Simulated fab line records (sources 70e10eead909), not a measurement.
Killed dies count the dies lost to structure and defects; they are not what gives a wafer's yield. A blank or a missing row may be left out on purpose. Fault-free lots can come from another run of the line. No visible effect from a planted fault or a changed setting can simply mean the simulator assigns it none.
Matching of chambers + flow nandHarc + rieDiel-03 running NHARC_P_M0_ETCH_34: 4 sister chambers
The step etches the open film in N2/H2, target depth 40 nm, overetch 12 nm, time 43.94 s. 4 wafers are shown with their chamber, then 12 later ones without.

WAFERS WITH THEIR CHAMBER
| wafer  | chamber | drypumpMotorCurrentA (A) |
|--------|---------|--------------------------|
| L092.1 | 2       | 5.5                      |
| L092.3 | 3       | 5.4                      |
| L093.4 | 0       | 5.0                      |
| L093.6 | 1       | 6.0                      |

WAFERS MISSING THEIR CHAMBER
| wafer  | drypumpMotorCurrentA (A) |
|--------|--------------------------|
| L094.2 | 5.5                      |
| L094.5 | 6.0                      |
| L094.6 | 4.9                      |
| L095.2 | 4.9                      |
| L095.4 | 6.0                      |
| L095.5 | 5.4                      |
| L096.1 | 5.0                      |
| L096.3 | 5.5                      |
| L096.4 | 6.0                      |
| L097.2 | 6.0                      |
| L097.4 | 5.5                      |
| L097.6 | 5.0                      |

EACH ONE'S CHAMBER
| wafer  | from the rows above | in truth |
|--------|---------------------|----------|
| L094.2 | 2                   | 2        |
| L094.5 | 1                   | 1        |
| L094.6 | 0                   | 0        |
| L095.2 | 0                   | 0        |
| L095.4 | 1                   | 1        |
| L095.5 | 3                   | 3        |
| L096.1 | 0                   | 0        |
| L096.3 | 2                   | 2        |
| L096.4 | 1                   | 1        |
| L097.2 | 1                   | 1        |
| L097.4 | 2                   | 2        |
| L097.6 | 0                   | 0        |
Correct placement for 12 of the 12. Left unplaced by these rows: 0. 0 placed wrongly.
How it was worked out, from the rows above alone: a wafer's distance from a chamber is the root of the sum, over the readings, of the square of ((its reading less the chamber's mean) divided by the reading's scatter). If the next closest chamber is less than 2 further off than the closest, the wafer can't be placed; otherwise it belongs to the closest. For every chamber, the mean is computed from those of its wafers that are shown. The scatter (one wafer shown for each chamber): square how far every hidden wafer sits from the nearest shown wafer, average those squares and take the square root.
